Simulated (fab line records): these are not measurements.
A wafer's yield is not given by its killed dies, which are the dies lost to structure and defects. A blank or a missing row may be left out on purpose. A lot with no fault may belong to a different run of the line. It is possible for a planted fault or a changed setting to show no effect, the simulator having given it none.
Matching of chambers + flow n5-finfet + N5_BEOL_M10_VIA_ETCH_34 on rie-diel-05 has 4 sister chambers
The step etches SiCOH lowk in C4F6/O2, target depth 184.5 nm, time 69.2 s. 14 wafers are shown with their chamber, then 7 later ones without.

== WAFERS PAIRED WITH THEIR CHAMBERS ==
| wafer  | chamber | rf-vpp-V (V) | showerhead-plenum-p-Torr (Torr) | drypump-motor-current-A (A) |
|--------|---------|--------------|---------------------------------|-----------------------------|
| L075.3 | 0       | 647          | 2.84                            | 5.6                         |
| L075.4 | 2       | 673          | 2.86                            | 6.1                         |
| L075.6 | 0       | 647          | 2.84                            | 5.6                         |
| L083.2 | 1       | 720          | 2.95                            | 5.3                         |
| L083.3 | 0       | 648          | 2.83                            | 5.6                         |
| L083.4 | 2       | 673          | 2.85                            | 6.2                         |
| L086.1 | 1       | 718          | 2.95                            | 5.4                         |
| L086.3 | 0       | 647          | 2.83                            | 5.6                         |
| L086.4 | 3       | 694          | 2.82                            | 5.8                         |
| L087.3 | 1       | 718          | 2.95                            | 5.3                         |
| L087.5 | 3       | 694          | 2.82                            | 5.8                         |
| L087.6 | 0       | 648          | 2.83                            | 5.6                         |
| L092.2 | 3       | 693          | 2.81                            | 5.8                         |
| L092.4 | 0       | 648          | 2.82                            | 5.6                         |

SIGNATURES (means of the wafers above)
| reading                  | chamber 0 | chamber 1 | chamber 2 | chamber 3 | scatter within a chamber |
|--------------------------|-----------|-----------|-----------|-----------|--------------------------|
| rf-vpp-V                 | 647.50    | 718.67    | 673.00    | 693.67    | 0.695                    |
| showerhead-plenum-p-Torr | 2.8317    | 2.9500    | 2.8550    | 2.8167    | 0.00632                  |
| drypump-motor-current-A  | 5.600     | 5.333     | 6.150     | 5.800     | 0.0342                   |
Rule: a wafer lies at a distance from a chamber equal to the root of the sum of squares, over the readings, of (its reading less the chamber's mean, divided by the reading's scatter). If the next closest chamber is less than 2 further off than the closest, the wafer can't be placed; otherwise it belongs to the closest. The scatter: the root of (the sum of the squares of (reading less its chamber's mean) over the shown wafers, divided by (wafers less chambers)).

== WAFERS MISSING THEIR CHAMBER ==
| wafer  | rf-vpp-V (V) | showerhead-plenum-p-Torr (Torr) | drypump-motor-current-A (A) |
|--------|--------------|---------------------------------|-----------------------------|
| L092.5 | 693          | 2.81                            | 5.8                         |
| L094.2 | 717          | 2.95                            | 5.3                         |
| L094.4 | 717          | 2.95                            | 5.3                         |
| L094.5 | 692          | 2.81                            | 5.8                         |
| L095.2 | 672          | 2.84                            | 6.2                         |
| L095.5 | 672          | 2.84                            | 6.2                         |
| L095.6 | 693          | 2.81                            | 5.8                         |

== WHICH CHAMBER EACH WENT THROUGH ==
| wafer  | from the rows above | in truth |
|--------|---------------------|----------|
| L092.5 | 3                   | 3        |
| L094.2 | 1                   | 1        |
| L094.4 | 1                   | 1        |
| L094.5 | 3                   | 3        |
| L095.2 | 2                   | 2        |
| L095.5 | 2                   | 2        |
| L095.6 | 3                   | 3        |
Correctly placed: 7 of 7. Can't be placed from these rows: 0. Number placed wrongly: 0.
